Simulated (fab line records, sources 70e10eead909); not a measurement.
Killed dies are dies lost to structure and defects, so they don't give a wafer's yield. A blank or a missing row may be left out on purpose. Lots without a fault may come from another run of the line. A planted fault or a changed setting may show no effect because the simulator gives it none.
Chamber matching | flow nand_harc | NHARC_THIN_TSV_ETCH_15 on rie_si-04: 4 sister chambers
The step target depth 3000 nm, bosch target overetch cycles 2, bosch etch step 2.8 s. 4 wafers are shown with their chamber, then 12 later ones without.

WAFERS WITH THEIR CHAMBER
wafer  | chamber | drypump_motor_current_A (A)
L088.6 | 2       | 4.7
L086.1 | 1       | 6.0
L086.4 | 3       | 5.5
L086.5 | 0       | 4.6

WAFERS WITHOUT THEIR CHAMBER
wafer  | drypump_motor_current_A (A)
L090.1 | 5.9
L090.2 | 5.6
L090.4 | 4.6
L091.2 | 4.6
L091.3 | 4.7
L091.6 | 4.6
L095.3 | 5.6
L095.5 | 5.6
L095.6 | 4.7
L096.1 | 5.5
L096.2 | 4.6
L096.4 | 5.9

WHICH CHAMBER EACH WENT THROUGH
wafer  | from the rows above     | in truth
L090.1 | 1                       | 1
L090.2 | 3                       | 3
L090.4 | can't be placed: 0 or 2 | 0
L091.2 | can't be placed: 0 or 2 | 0
L091.3 | can't be placed: 2 or 0 | 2
L091.6 | can't be placed: 0 or 2 | 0
L095.3 | 3                       | 3
L095.5 | 3                       | 3
L095.6 | can't be placed: 2 or 0 | 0
L096.1 | 3                       | 3
L096.2 | can't be placed: 0 or 2 | 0
L096.4 | 1                       | 1
Placed correctly: 6 of 12. Can't be placed from these rows: 6 (the true chamber is among the candidates in 6). Placed wrongly: 0.
How it was worked out, from the rows above alone: a wafer's distance from a chamber is the root of the sum, over the readings, of the square of ((its reading less the chamber's mean) divided by the reading's scatter). The wafer belongs to the nearest chamber; if the next one is less than 2 further off, it can't be placed. A chamber's mean is the mean of its shown wafers. The scatter: with one shown wafer a chamber, the root of the mean of the squares of how far each hidden wafer lies from its nearest shown one.
